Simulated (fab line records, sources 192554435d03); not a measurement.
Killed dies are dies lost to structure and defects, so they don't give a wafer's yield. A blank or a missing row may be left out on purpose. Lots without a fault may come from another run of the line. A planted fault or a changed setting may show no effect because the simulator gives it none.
Chamber matching | flow n5_finfet | N5_BEOL_M11_DESCUM_33 on rie_diel-02: 4 sister chambers
The step chemistry O2, time 7.9 s. 8 wafers are shown with their chamber, then 12 later ones without.

WAFERS WITH THEIR CHAMBER
wafer  | chamber | throttle_valve_pct (%) | oes_product_au (a.u.)
L082.3 | 0       | 20.62                  | 0.71
L082.5 | 0       | 20.63                  | 0.72
L082.6 | 1       | 20.26                  | 0.87
L084.1 | 1       | 20.28                  | 0.88
L084.3 | 2       | 20.72                  | 0.68
L086.1 | 2       | 20.71                  | 0.66
L086.3 | 3       | 19.95                  | 0.77
L086.5 | 3       | 19.94                  | 0.76

WAFERS WITHOUT THEIR CHAMBER
wafer  | throttle_valve_pct (%) | oes_product_au (a.u.)
L087.1 | 20.63                  | 0.71
L087.2 | 19.96                  | 0.76
L087.3 | 20.71                  | 0.67
L089.1 | 19.95                  | 0.76
L089.2 | 20.28                  | 0.87
L089.5 | 20.63                  | 0.70
L096.2 | 20.29                  | 0.84
L096.3 | 20.53                  | 0.96
L096.6 | 20.30                  | 0.84
L097.1 | 20.30                  | 0.85
L097.3 | 20.53                  | 0.96
L097.6 | 20.53                  | 0.97

WHICH CHAMBER EACH WENT THROUGH
wafer  | from the rows above     | in truth
L087.1 | 0                       | 0
L087.2 | 3                       | 3
L087.3 | 2                       | 2
L089.1 | 3                       | 3
L089.2 | 1                       | 1
L089.5 | 0                       | 0
L096.2 | 1                       | 1
L096.3 | can't be placed: 0 or 1 | 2
L096.6 | 1                       | 1
L097.1 | 1                       | 1
L097.3 | can't be placed: 0 or 1 | 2
L097.6 | can't be placed: 0 or 1 | 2
Placed correctly: 9 of 12. Can't be placed from these rows: 3 (the true chamber is among the candidates in 0). Placed wrongly: 0.
How it was worked out, from the rows above alone: a wafer's distance from a chamber is the root of the sum, over the readings, of the square of ((its reading less the chamber's mean) divided by the reading's scatter). The wafer belongs to the nearest chamber; if the next one is less than 2 further off, it can't be placed. A chamber's mean is the mean of its shown wafers. The scatter: the root of (the sum of the squares of (reading less its chamber's mean) over the shown wafers, divided by (wafers less chambers)).
